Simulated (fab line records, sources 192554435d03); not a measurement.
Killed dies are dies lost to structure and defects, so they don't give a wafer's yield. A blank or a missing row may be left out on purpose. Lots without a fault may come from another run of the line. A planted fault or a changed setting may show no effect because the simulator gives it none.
Which tool did it? | flow n5_finfet | 24 lots, 72 wafers sampled, at 6 steps of a route of 1938

WHAT THE GAUGES READ, wafer by wafer
N5_BEOL_M9_CD_MEAS_18: pitch 140 nm, target cd 70 nm.
lot  | measured     | on        | cd_nm (nm)
L074 | day 9 15:31  | cd_sem-03 | 70.1 70.8 70.7
L075 | day 9 19:16  | cd_sem-02 | 69.5 69.9 69.5
L077 | day 10 03:14 | cd_sem-01 | 70.1 70.4 70.2
L078 | day 10 08:50 | cd_sem-03 | 71.3 70.5 70.4
L079 | day 10 11:49 | cd_sem-01 | 70.7 71.5 70.4
L080 | day 10 21:16 | cd_sem-03 | 69.3 69.0 69.3
L081 | day 11 09:04 | cd_sem-03 | 70.0 69.2 69.1
L082 | day 11 12:39 | cd_sem-01 | 70.3 70.4 71.2
L083 | day 12 11:08 | cd_sem-02 | 69.3 68.8 69.0
L084 | day 12 19:08 | cd_sem-01 | 69.3 70.0 70.7
L086 | day 12 23:06 | cd_sem-03 | 70.3 70.3 70.3
L085 | day 12 23:17 | cd_sem-02 | 69.1 69.7 69.5
L087 | day 13 06:09 | cd_sem-01 | 69.5 70.5 70.1
L089 | day 13 12:25 | cd_sem-03 | 70.1 69.3 69.7
L088 | day 13 15:30 | cd_sem-02 | 70.7 69.8 69.3
L090 | day 13 15:56 | cd_sem-02 | 69.7 70.3 69.9
L091 | day 14 06:58 | cd_sem-01 | 69.8 68.8 69.7
L092 | day 14 07:34 | cd_sem-03 | 70.2 69.9 70.7
L093 | day 14 10:27 | cd_sem-03 | 71.0 70.5 70.7
L094 | day 15 14:22 | cd_sem-01 | 68.3 69.6 69.1
L076 | day 15 14:49 | cd_sem-03 | 69.5 68.5 69.6
L095 | day 15 19:00 | cd_sem-03 | 70.1 71.0 70.5
L097 | day 16 12:07 | cd_sem-01 | 71.2 69.7 70.0
L096 | day 17 04:58 | cd_sem-03 | 71.1 70.2 68.7

N5_BEOL_M9_OCD_MEAS_38.
lot  | measured     | on     | trench_depth_nm (nm)
L074 | day 9 17:30  | ocd-01 | 153 155 155
L075 | day 9 22:43  | ocd-01 | 151 156 151
L077 | day 10 04:20 | ocd-02 | 155 155 154
L078 | day 10 09:52 | ocd-01 | 154 153 151
L079 | day 10 16:00 | ocd-01 | 151 147 154
L080 | day 11 00:30 | ocd-02 | 155 150 152
L081 | day 11 11:01 | ocd-01 | 154 152 150
L082 | day 11 16:10 | ocd-02 | 151 148 153
L083 | day 12 12:53 | ocd-02 | 152 143 155
L084 | day 12 21:05 | ocd-02 | 148 150 150
L086 | day 13 00:22 | ocd-01 | 148 149 149
L085 | day 13 00:48 | ocd-02 | 148 147 149
L087 | day 13 08:19 | ocd-01 | 154 151 152
L089 | day 13 14:35 | ocd-01 | 152 146 151
L088 | day 13 18:52 | ocd-01 | 150 150 150
L090 | day 13 19:17 | ocd-01 | 150 153 152
L091 | day 14 08:08 | ocd-02 | 143 154 151
L092 | day 14 11:58 | ocd-02 | 154 153 153
L093 | day 14 12:08 | ocd-01 | 154 151 152
L094 | day 15 15:41 | ocd-02 | 143 155 152
L076 | day 15 16:27 | ocd-02 | 150 148 149
L095 | day 15 21:41 | ocd-01 | 149 150 150
L097 | day 16 13:23 | ocd-02 | 153 145 155
L096 | day 17 06:16 | ocd-02 | 150 147 148

N5_BEOL_M10_INSPECT_13: inspects for defects (brightfield).
lot  | measured     | on                | raw_defect_count
L074 | day 9 22:53  | defect_inspect-02 | 272 390 325
L075 | day 10 04:17 | defect_inspect-02 | 364 315 367
L077 | day 10 10:40 | defect_inspect-02 | 468 418 302
L078 | day 10 15:13 | defect_inspect-02 | 232 388 372
L079 | day 10 21:16 | defect_inspect-02 | 434 426 423
L080 | day 11 05:32 | defect_inspect-01 | 433 470 459
L081 | day 11 17:46 | defect_inspect-02 | 583 529 561
L082 | day 11 20:35 | defect_inspect-02 | 352 375 303
L083 | day 12 18:16 | defect_inspect-01 | 422 375 429
L084 | day 13 01:22 | defect_inspect-02 | 352 286 361
L086 | day 13 06:26 | defect_inspect-01 | 323 420 330
L085 | day 13 08:56 | defect_inspect-02 | 413 591 438
L087 | day 13 12:38 | defect_inspect-02 | 577 357 586
L089 | day 13 19:43 | defect_inspect-01 | 282 372 302
L088 | day 13 23:14 | defect_inspect-01 | 547 570 554
L090 | day 13 23:46 | defect_inspect-01 | 243 274 288
L091 | day 14 13:53 | defect_inspect-01 | 384 377 380
L092 | day 14 16:16 | defect_inspect-02 | 481 365 442
L093 | day 14 17:26 | defect_inspect-01 | 460 436 379
L094 | day 15 22:10 | defect_inspect-01 | 579 431 540
L076 | day 15 22:25 | defect_inspect-01 | 329 500 439
L095 | day 16 04:04 | defect_inspect-02 | 339 444 387
L097 | day 16 18:24 | defect_inspect-01 | 366 234 240
L096 | day 17 13:17 | defect_inspect-02 | 320 295 301

WHICH TOOL RAN EACH LOT (tool, then ch and the chambers of the sampled wafers, then the start)
lot  | N5_BEOL_M9_STRIP_36                | N5_BEOL_M9_DEP_56               | N5_BEOL_M10_ILD_DEP_00
L074 | rie_diel-02 ch 1,2,3, day 9 17:17  | pecvd-02 ch 0,1,2, day 9 20:06  | pecvd-01 ch 1,2, day 9 20:14
L075 | rie_diel-05 ch 0,3, day 9 22:30    | pecvd-01 ch 0,1, day 10 01:20   | pecvd-04 ch 0,1, day 10 01:29
L077 | rie_diel-02 ch 1,2,3, day 10 04:07 | pecvd-02 ch 0,1,2, day 10 08:01 | pecvd-03 ch 0,1, day 10 08:10
L078 | rie_diel-02 ch 0,1,2, day 10 09:39 | pecvd-01 ch 0,1, day 10 12:47   | pecvd-01 ch 1,2, day 10 12:55
L079 | rie_diel-04 ch 0,2,3, day 10 15:46 | pecvd-01 ch 1,2, day 10 18:34   | pecvd-03 ch 1, day 10 18:42
L080 | rie_diel-04 ch 0,2,3, day 11 00:17 | pecvd-01 ch 0,1, day 11 02:41   | pecvd-03 ch 1,2, day 11 02:51
L081 | rie_diel-02 ch 0,1, day 11 10:47   | pecvd-01 ch 0,1,2, day 11 13:53 | pecvd-04 ch 0,1,2, day 11 14:01
L082 | rie_diel-05 ch 0,2,3, day 11 15:57 | pecvd-02 ch 0,1,2, day 11 19:13 | pecvd-04 ch 0,2, day 11 19:21
L083 | rie_diel-04 ch 0,1,2, day 12 12:40 | pecvd-01 ch 0,1, day 12 15:27   | pecvd-04 ch 1,2, day 12 15:35
L084 | rie_diel-05 ch 1,2, day 12 20:52   | pecvd-03 ch 0,2, day 12 23:58   | pecvd-03 ch 0,1,2, day 13 00:07
L086 | rie_diel-05 ch 1,2,3, day 13 00:09 | pecvd-02 ch 0,1,2, day 13 04:46 | pecvd-03 ch 0,1,2, day 13 04:53
L085 | rie_diel-05 ch 1,2, day 13 00:35   | pecvd-01 ch 0,1,2, day 13 05:02 | pecvd-03 ch 0,1,2, day 13 05:11
L087 | rie_diel-04 ch 0,2,3, day 13 08:05 | pecvd-02 ch 0,1,2, day 13 11:04 | pecvd-03 ch 0,1, day 13 11:13
L089 | rie_diel-04 ch 0,1,3, day 13 14:23 | pecvd-01 ch 1,2, day 13 17:16   | pecvd-01 ch 0,1,2, day 13 17:24
L088 | rie_diel-05 ch 1,3, day 13 18:39   | pecvd-02 ch 0,1,2, day 13 21:35 | pecvd-04 ch 0,1, day 13 21:43
L090 | rie_diel-05 ch 0,1,2, day 13 19:04 | pecvd-01 ch 0,1,2, day 13 22:23 | pecvd-04 ch 1,2, day 13 22:31
L091 | rie_diel-04 ch 0,1,2, day 14 07:56 | pecvd-03 ch 0,1,2, day 14 11:58 | pecvd-01 ch 1,2, day 14 12:06
L092 | rie_diel-02 ch 1,3, day 14 11:45   | pecvd-03 ch 1,2, day 14 14:10   | pecvd-01 ch 0,1,2, day 14 14:18
L093 | rie_diel-05 ch 0,1,3, day 14 11:55 | pecvd-03 ch 0,1,2, day 14 14:29 | pecvd-04 ch 0,2, day 14 14:38
L094 | rie_diel-04 ch 0,1,2, day 15 15:30 | pecvd-01 ch 0,1,2, day 15 19:23 | pecvd-03 ch 0,1,2, day 15 19:31
L076 | rie_diel-05 ch 1,2, day 15 16:14   | pecvd-01 ch 1,2, day 15 19:36   | pecvd-01 ch 1, day 15 19:45
L095 | rie_diel-05 ch 1,2, day 15 21:29   | pecvd-01 ch 1,2, day 16 00:38   | pecvd-04 ch 0,1, day 16 00:47
L097 | rie_diel-04 ch 1,2,3, day 16 13:11 | pecvd-03 ch 0,1,2, day 16 16:03 | pecvd-01 ch 0,1,2, day 16 16:11
L096 | rie_diel-05 ch 1,2,3, day 17 06:04 | pecvd-02 ch 0,1, day 17 10:31   | pecvd-04 ch 0,1,2, day 17 10:40
- N5_BEOL_M9_STRIP_36: strips in N2/H2.
- N5_BEOL_M9_DEP_56: deposits SiCN from 3MS/NH3, target thk 15 nm, time 26.5 s.
- N5_BEOL_M10_ILD_DEP_00: deposits SiCOH lowk from DEMS/porogen, target thk 308.51 nm, time 58 s.

WHAT THE TOOLS THEMSELVES READ (means of the sampled wafers that have a number; where no wafer has one, the mark that the record gives instead)
N5_BEOL_M9_STRIP_36.
lot  | tool        | drypump_motor_current_A (A) | oes_product_au (a.u.) | rf_vpp_V (V) | showerhead_plenum_p_Torr (Torr) | throttle_valve_pct (%)
L074 | rie_diel-02 | 5.8                         | 0.84                  | 58.9         | 2.65                            | 23.8
L075 | rie_diel-05 | 5.2                         | 0.81                  | 58.9         | 2.48                            | 23.8
L077 | rie_diel-02 | 5.8                         | 0.84                  | 59.0         | 2.64                            | 23.7
L078 | rie_diel-02 | 5.8                         | 0.81                  | 58.3         | 2.60                            | 23.9
L079 | rie_diel-04 | 5.3                         | 0.75                  | 59.2         | 2.58                            | 23.7
L080 | rie_diel-04 | 5.3                         | 0.75                  | 58.9         | 2.57                            | 23.7
L081 | rie_diel-02 | 5.7                         | 0.80                  | 59.7         | 2.56                            | 24.0
L082 | rie_diel-05 | 5.3                         | 0.79                  | 59.1         | 2.48                            | 23.9
L083 | rie_diel-04 | 5.2                         | 0.77                  | 57.9         | 2.61                            | 23.6
L084 | rie_diel-05 | 5.9                         | 0.74                  | 58.4         | 2.46                            | 24.0
L086 | rie_diel-05 | 5.8                         | 0.74                  | 58.2         | 2.46                            | 23.9
L085 | rie_diel-05 | 5.8                         | 0.74                  | 58.3         | 2.46                            | 24.0
L087 | rie_diel-04 | 5.3                         | 0.84                  | 60.0         | 2.57                            | 23.6
L089 | rie_diel-04 | 5.3                         | 0.79                  | 60.2         | 2.58                            | 23.7
L088 | rie_diel-05 | 5.6                         | 0.72                  | 58.6         | 2.46                            | 23.7
L090 | rie_diel-05 | 5.6                         | 0.80                  | 60.0         | 2.53                            | 24.2
L091 | rie_diel-04 | 5.2                         | 0.75                  | 59.5         | 2.61                            | 23.6
L092 | rie_diel-02 | 5.8                         | 0.85                  | 59.3         | 2.66                            | 23.7
L093 | rie_diel-05 | 5.5                         | 0.78                  | 58.7         | 2.52                            | 24.1
L094 | rie_diel-04 | 5.1                         | 0.73                  | 59.3         | 2.60                            | 23.7
L076 | rie_diel-05 | 6.0                         | 0.74                  | 58.2         | 2.51                            | 24.2
L095 | rie_diel-05 | 6.0                         | 0.74                  | 58.1         | 2.51                            | 24.2
L097 | rie_diel-04 | 5.1                         | 0.81                  | 59.1         | 2.56                            | 23.7
L096 | rie_diel-05 | 5.7                         | 0.71                  | 56.7         | 2.45                            | 23.9

N5_BEOL_M9_DEP_56.
lot  | tool     | showerhead_plenum_p_Torr (Torr) | throttle_valve_pct (%)
L074 | pecvd-02 | 3.665                           | 8.7
L075 | pecvd-01 | 3.677                           | 9.2
L077 | pecvd-02 | 3.663                           | 8.9
L078 | pecvd-01 | 3.683                           | 9.1
L079 | pecvd-01 | 3.657                           | 8.9
L080 | pecvd-01 | 3.673                           | 9.2
L081 | pecvd-01 | 3.663                           | 8.9
L082 | pecvd-02 | 3.662                           | 8.9
L083 | pecvd-01 | 3.682                           | 9.4
L084 | pecvd-03 | 3.653                           | 8.5
L086 | pecvd-02 | 3.666                           | 8.9
L085 | pecvd-01 | 3.667                           | 8.9
L087 | pecvd-02 | 3.663                           | 8.8
L089 | pecvd-01 | 3.658                           | 8.7
L088 | pecvd-02 | 3.656                           | 9.0
L090 | pecvd-01 | 3.668                           | 9.1
L091 | pecvd-03 | 3.657                           | 8.7
L092 | pecvd-03 | 3.656                           | 8.2
L093 | pecvd-03 | 3.655                           | 8.9
L094 | pecvd-01 | 3.663                           | 8.9
L076 | pecvd-01 | 3.656                           | 9.0
L095 | pecvd-01 | 3.649                           | 8.6
L097 | pecvd-03 | 3.658                           | 8.8
L096 | pecvd-02 | 3.658                           | 9.2

N5_BEOL_M10_ILD_DEP_00.
lot  | tool     | heater_power_w (W) | showerhead_plenum_p_Torr (Torr) | throttle_valve_pct (%)
L074 | pecvd-01 | 261                | 5.739                           | 13.4
L075 | pecvd-04 | 341                | 5.746                           | 13.5
L077 | pecvd-03 | 309                | 5.734                           | 14.0
L078 | pecvd-01 | 270                | 5.724                           | 13.1
L079 | pecvd-03 | 271                | 5.738                           | 13.2
L080 | pecvd-03 | 269                | 5.728                           | 12.9
L081 | pecvd-04 | 359                | 5.734                           | 13.4
L082 | pecvd-04 | 330                | 5.730                           | 13.6
L083 | pecvd-04 | 360                | 5.729                           | 13.2
L084 | pecvd-03 | 291                | 5.728                           | 13.4
L086 | pecvd-03 | 310                | 5.733                           | 13.5
L085 | pecvd-03 | 302                | 5.743                           | 13.4
L087 | pecvd-03 | 272                | 5.734                           | 13.8
L089 | pecvd-01 | 262                | 5.740                           | 13.8
L088 | pecvd-04 | 366                | 5.732                           | 13.9
L090 | pecvd-04 | 338                | 5.741                           | 13.2
L091 | pecvd-01 | 242                | 5.723                           | 13.7
L092 | pecvd-01 | 280                | 5.746                           | 13.7
L093 | pecvd-04 | 299                | 5.730                           | 13.3
L094 | pecvd-03 | 292                | 5.725                           | 13.5
L076 | pecvd-01 | 261                | 5.737                           | 14.1
L095 | pecvd-04 | 382                | 5.736                           | 13.5
L097 | pecvd-01 | 279                | 5.738                           | 13.5
L096 | pecvd-04 | 333                | 5.744                           | 13.6

THE ANSWER, worked out from the rows above alone
Rule: what is usual is taken from the lots themselves. Put in order of their means at a reading, lots are off if they are a third of the lots or fewer, leave a main group of 4 or more, and stand apart from it by a gap of 3 or more times the standard deviation of the main group's means; of several such gaps the widest counts. A main group whose means are all the same, to the digits that the tables above print for the reading, isn't used. A lot without any number at a reading at which 4 lots or more have one is off too. The other lots that the step has rows for count as sound. The gauges are gone through in route order, then the tools' own readings, and for those a lot's mean is taken as printed above. The first step at which some lot is off is used, and at that step the reading that is off furthest; a lot without a number counts as furthest.
No lot is off at any reading shown: from this, nothing can be told.

WHAT THE SIMULATOR HAD PUT IN
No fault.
